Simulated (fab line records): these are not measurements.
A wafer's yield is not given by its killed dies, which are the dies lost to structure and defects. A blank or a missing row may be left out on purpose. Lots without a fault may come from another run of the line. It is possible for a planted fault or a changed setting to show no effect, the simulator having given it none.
Matching of chambers / flow n5 finfet / 4 sister chambers for N5_BEOL_M9_VIA_ETCH_34 on rie diel-02
The step etches SiCOH lowk in C4F6/O2, target depth 182.4 nm, time 68.4 s. 4 wafers are shown with their chamber, then 8 later ones without.

== WAFERS PAIRED WITH THEIR CHAMBERS ==
wafer=L087.6; chamber=1; showerhead plenum p Torr (Torr)=2.78
wafer=L090.4; chamber=2; showerhead plenum p Torr (Torr)=2.90
wafer=L090.5; chamber=3; showerhead plenum p Torr (Torr)=2.86
wafer=L092.1; chamber=0; showerhead plenum p Torr (Torr)=2.75

== WAFERS WITH NO CHAMBER GIVEN ==
wafer=L092.4; showerhead plenum p Torr (Torr)=2.85
wafer=L092.5; showerhead plenum p Torr (Torr)=2.77
wafer=L094.1; showerhead plenum p Torr (Torr)=2.77
wafer=L094.2; showerhead plenum p Torr (Torr)=2.75
wafer=L094.5; showerhead plenum p Torr (Torr)=2.90
wafer=L096.1; showerhead plenum p Torr (Torr)=2.77
wafer=L096.4; showerhead plenum p Torr (Torr)=2.90
wafer=L096.5; showerhead plenum p Torr (Torr)=2.77

== THE CHAMBER EACH PASSED THROUGH ==
wafer=L092.4; from the rows above=3; in truth=3
wafer=L092.5; from the rows above=can't be placed: 1 or 0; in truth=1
wafer=L094.1; from the rows above=can't be placed: 1 or 0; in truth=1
wafer=L094.2; from the rows above=0; in truth=0
wafer=L094.5; from the rows above=2; in truth=2
wafer=L096.1; from the rows above=can't be placed: 1 or 0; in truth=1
wafer=L096.4; from the rows above=2; in truth=2
wafer=L096.5; from the rows above=can't be placed: 1 or 0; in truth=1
Correct placement for 4 of the 8. Not placeable from these rows: 4 (in 4, the candidates include the true chamber). Number placed wrongly: 0.
How it was worked out, from the rows above alone: a wafer's distance from a chamber is the root of the sum, over the readings, of the square of ((its reading less the chamber's mean) divided by the reading's scatter). The wafer belongs to the nearest chamber; if the next one is less than 2 further off, it can't be placed. For every chamber, the mean is computed from those of its wafers that are shown. The scatter: with one shown wafer a chamber, the root of the mean of the squares of how far each hidden wafer lies from its nearest shown one.
